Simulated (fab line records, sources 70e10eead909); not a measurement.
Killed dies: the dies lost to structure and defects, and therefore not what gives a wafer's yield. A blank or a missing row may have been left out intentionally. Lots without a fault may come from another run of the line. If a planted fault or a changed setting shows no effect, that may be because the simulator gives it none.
Chamber matching | flow nand harc | NHARC_P_GATE_DESCUM_61 on rie diel-05 has 4 sister chambers
The step chemistry O2, time 3 s. 20 wafers are shown with their chamber, then 10 later ones without.

EACH WAFER AND ITS CHAMBER
wafer  | chamber | drypump motor current A (A) | oes product au (a.u.) | throttle valve pct (%)
L074.1 | 0       | 5.1                         | 0.994                 | 11.309
L074.2 | 2       | 6.3                         | 0.991                 | 11.311
L074.6 | 3       | 6.3                         | 1.010                 | 11.325
L075.1 | 3       | 6.3                         | 1.021                 | 11.315
L075.4 | 2       | 6.3                         | 1.005                 | 11.321
L075.5 | 0       | 5.1                         | 0.988                 | 11.316
L076.1 | 3       | 6.3                         | 1.025                 | 11.315
L076.4 | 2       | 6.3                         | 0.991                 | 11.308
L076.5 | 3       | 6.3                         | 1.016                 | 11.296
L080.1 | 3       | 6.3                         | 1.010                 | 11.320
L080.2 | 2       | 6.3                         | 0.983                 | 11.325
L080.6 | 0       | 5.1                         | 1.005                 | 11.304
L081.1 | 3       | 6.3                         | 1.010                 | 11.310
L081.4 | 3       | 6.3                         | 1.005                 | 11.312
L081.5 | 2       | 6.2                         | 0.986                 | 11.332
L082.3 | 1       | 6.3                         | 1.030                 | 11.308
L082.4 | 0       | 5.1                         | 1.011                 | 11.298
L082.5 | 1       | 6.3                         | 1.029                 | 11.313
L084.1 | 2       | 6.3                         | 1.003                 | 11.306
L084.4 | 2       | 6.3                         | 0.991                 | 11.299

SIGNATURES (means of the wafers above)
reading                 | chamber 0 | chamber 1 | chamber 2 | chamber 3 | scatter within a chamber
drypump motor current A | 5.100     | 6.300     | 6.286     | 6.300     | 0.0231
oes product au          | 0.99950   | 1.02950   | 0.99286   | 1.01386   | 0.00804
throttle valve pct      | 11.30675  | 11.31050  | 11.31457  | 11.31329  | 0.00972
Rule: for each reading, subtract the chamber's mean from the wafer's reading, divide by that reading's scatter and square the result; add these up over the readings and take the root, which gives the wafer's distance from the chamber. If the next closest chamber is less than 2 further off than the closest, the wafer can't be placed; otherwise it belongs to the closest. The scatter: take each reading less its chamber's mean, square it, sum over the shown wafers, divide by the number of wafers less the number of chambers, and take the root.

WAFERS WITHOUT THEIR CHAMBER
wafer  | drypump motor current A (A) | oes product au (a.u.) | throttle valve pct (%)
L084.5 | 5.1                         | 0.999                 | 11.296
L093.1 | 5.1                         | 0.995                 | 11.324
L093.2 | 6.3                         | 1.004                 | 11.293
L093.5 | 6.3                         | 1.022                 | 11.299
L094.1 | 6.3                         | 1.004                 | 11.337
L094.2 | 6.3                         | 1.016                 | 11.308
L094.3 | 5.1                         | 0.989                 | 11.312
L096.1 | 6.3                         | 1.030                 | 11.301
L096.4 | 5.1                         | 0.997                 | 11.304
L096.6 | 6.3                         | 1.012                 | 11.312

CHAMBER TAKEN BY EACH
wafer  | from the rows above          | in truth
L084.5 | 0                            | 0
L093.1 | 0                            | 0
L093.2 | can't be placed: 3 or 2 or 1 | 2
L093.5 | can't be placed: 1 or 3      | 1
L094.1 | can't be placed: 3 or 2 or 1 | 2
L094.2 | can't be placed: 3 or 1      | 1
L094.3 | 0                            | 0
L096.1 | can't be placed: 1 or 3      | 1
L096.4 | 0                            | 0
L096.6 | can't be placed: 3 or 1      | 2
Placed correctly: 4 of 10. From these rows, 6 cannot be placed; in 5 the true chamber is one of the candidates. 0 placed wrongly.
